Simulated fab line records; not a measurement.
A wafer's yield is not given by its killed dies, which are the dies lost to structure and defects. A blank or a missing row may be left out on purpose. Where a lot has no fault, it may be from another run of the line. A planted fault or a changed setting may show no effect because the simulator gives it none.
Chamber matching :: flow n5-finfet :: rie-diel-06 running N5_BEOL_M11_ETCH_61: 4 sister chambers
The step etches SiARC in CF4, target depth 39 nm, time 65 s. 22 wafers are shown with their chamber, then 11 later ones without.

WAFERS WITH THEIR CHAMBER
wafer: L074.1
chamber: 3
showerhead-plenum-p-Torr (Torr): 2.26
drypump-motor-current-A (A): 5.88
throttle-valve-pct (%): 15.26

wafer: L074.2
chamber: 0
showerhead-plenum-p-Torr (Torr): 2.13
drypump-motor-current-A (A): 5.74
throttle-valve-pct (%): 15.95

wafer: L074.5
chamber: 1
showerhead-plenum-p-Torr (Torr): 2.11
drypump-motor-current-A (A): 5.31
throttle-valve-pct (%): 15.80

wafer: L076.1
chamber: 3
showerhead-plenum-p-Torr (Torr): 2.26
drypump-motor-current-A (A): 5.89
throttle-valve-pct (%): 15.25

wafer: L076.2
chamber: 1
showerhead-plenum-p-Torr (Torr): 2.11
drypump-motor-current-A (A): 5.31
throttle-valve-pct (%): 15.77

wafer: L076.4
chamber: 2
showerhead-plenum-p-Torr (Torr): 2.21
drypump-motor-current-A (A): 5.43
throttle-valve-pct (%): 15.51

wafer: L075.1
chamber: 2
showerhead-plenum-p-Torr (Torr): 2.21
drypump-motor-current-A (A): 5.42
throttle-valve-pct (%): 15.50

wafer: L075.2
chamber: 1
showerhead-plenum-p-Torr (Torr): 2.11
drypump-motor-current-A (A): 5.26
throttle-valve-pct (%): 15.79

wafer: L075.3
chamber: 3
showerhead-plenum-p-Torr (Torr): 2.25
drypump-motor-current-A (A): 5.90
throttle-valve-pct (%): 15.26

wafer: L080.4
chamber: 2
showerhead-plenum-p-Torr (Torr): 2.21
drypump-motor-current-A (A): 5.43
throttle-valve-pct (%): 15.51

wafer: L080.5
chamber: 3
showerhead-plenum-p-Torr (Torr): 2.25
drypump-motor-current-A (A): 5.89
throttle-valve-pct (%): 15.28

wafer: L080.6
chamber: 1
showerhead-plenum-p-Torr (Torr): 2.11
drypump-motor-current-A (A): 5.31
throttle-valve-pct (%): 15.81

wafer: L084.1
chamber: 3
showerhead-plenum-p-Torr (Torr): 2.25
drypump-motor-current-A (A): 5.90
throttle-valve-pct (%): 15.29

wafer: L084.2
chamber: 2
showerhead-plenum-p-Torr (Torr): 2.21
drypump-motor-current-A (A): 5.42
throttle-valve-pct (%): 15.52

wafer: L084.6
chamber: 2
showerhead-plenum-p-Torr (Torr): 2.21
drypump-motor-current-A (A): 5.39
throttle-valve-pct (%): 15.53

wafer: L085.1
chamber: 3
showerhead-plenum-p-Torr (Torr): 2.25
drypump-motor-current-A (A): 5.88
throttle-valve-pct (%): 15.31

wafer: L085.5
chamber: 2
showerhead-plenum-p-Torr (Torr): 2.20
drypump-motor-current-A (A): 5.44
throttle-valve-pct (%): 15.55

wafer: L085.6
chamber: 1
showerhead-plenum-p-Torr (Torr): 2.11
drypump-motor-current-A (A): 5.27
throttle-valve-pct (%): 15.81

wafer: L089.1
chamber: 0
showerhead-plenum-p-Torr (Torr): 2.13
drypump-motor-current-A (A): 5.81
throttle-valve-pct (%): 15.51

wafer: L089.3
chamber: 1
showerhead-plenum-p-Torr (Torr): 2.11
drypump-motor-current-A (A): 5.28
throttle-valve-pct (%): 15.81

wafer: L089.4
chamber: 3
showerhead-plenum-p-Torr (Torr): 2.25
drypump-motor-current-A (A): 5.89
throttle-valve-pct (%): 15.29

wafer: L090.3
chamber: 2
showerhead-plenum-p-Torr (Torr): 2.20
drypump-motor-current-A (A): 5.40
throttle-valve-pct (%): 15.55

SIGNATURES, as means of the wafers listed above
reading: showerhead-plenum-p-Torr
chamber 0: 2.1300
chamber 1: 2.1100
chamber 2: 2.2071
chamber 3: 2.2529
scatter within a chamber: 0.00398

reading: drypump-motor-current-A
chamber 0: 5.7750
chamber 1: 5.2900
chamber 2: 5.4186
chamber 3: 5.8900
scatter within a chamber: 0.0202

reading: throttle-valve-pct
chamber 0: 15.7300
chamber 1: 15.7983
chamber 2: 15.5243
chamber 3: 15.2771
scatter within a chamber: 0.0757
Rule: for a wafer and a chamber, the distance is found by dividing, reading by reading, the gap between the wafer's reading and the chamber's mean by the reading's scatter, squaring, summing and taking the root. The wafer belongs to the nearest chamber; if the next one is less than 2 further off, it can't be placed. The scatter is the square root of a quotient: the sum, over the shown wafers, of each reading's squared deviation from its chamber's mean, divided by wafers minus chambers.

WAFERS MISSING THEIR CHAMBER
wafer: L090.5
showerhead-plenum-p-Torr (Torr): 2.24
drypump-motor-current-A (A): 5.88
throttle-valve-pct (%): 15.32

wafer: L090.6
showerhead-plenum-p-Torr (Torr): 2.12
drypump-motor-current-A (A): 5.75
throttle-valve-pct (%): 15.51

wafer: L091.1
showerhead-plenum-p-Torr (Torr): 2.12
drypump-motor-current-A (A): 5.75
throttle-valve-pct (%): 15.53

wafer: L091.4
showerhead-plenum-p-Torr (Torr): 2.24
drypump-motor-current-A (A): 5.90
throttle-valve-pct (%): 15.32

wafer: L091.5
showerhead-plenum-p-Torr (Torr): 2.20
drypump-motor-current-A (A): 5.44
throttle-valve-pct (%): 15.57

wafer: L097.1
showerhead-plenum-p-Torr (Torr): 2.10
drypump-motor-current-A (A): 5.30
throttle-valve-pct (%): 15.33

wafer: L097.2
showerhead-plenum-p-Torr (Torr): 2.20
drypump-motor-current-A (A): 5.48
throttle-valve-pct (%): 15.57

wafer: L097.3
showerhead-plenum-p-Torr (Torr): 2.12
drypump-motor-current-A (A): 5.78
throttle-valve-pct (%): 15.53

wafer: L095.3
showerhead-plenum-p-Torr (Torr): 2.10
drypump-motor-current-A (A): 5.30
throttle-valve-pct (%): 15.33

wafer: L095.5
showerhead-plenum-p-Torr (Torr): 2.24
drypump-motor-current-A (A): 5.88
throttle-valve-pct (%): 15.34

wafer: L095.6
showerhead-plenum-p-Torr (Torr): 2.12
drypump-motor-current-A (A): 5.80
throttle-valve-pct (%): 15.55

CHAMBER TAKEN BY EACH
wafer: L090.5
from the rows above: 3
in truth: 3

wafer: L090.6
from the rows above: 0
in truth: 0

wafer: L091.1
from the rows above: 0
in truth: 0

wafer: L091.4
from the rows above: 3
in truth: 3

wafer: L091.5
from the rows above: 2
in truth: 2

wafer: L097.1
from the rows above: 1
in truth: 1

wafer: L097.2
from the rows above: 2
in truth: 2

wafer: L097.3
from the rows above: 0
in truth: 0

wafer: L095.3
from the rows above: 1
in truth: 1

wafer: L095.5
from the rows above: 3
in truth: 3

wafer: L095.6
from the rows above: 0
in truth: 0
11 of 11 placed correctly. Number that these rows cannot place: 0. 0 placed wrongly.
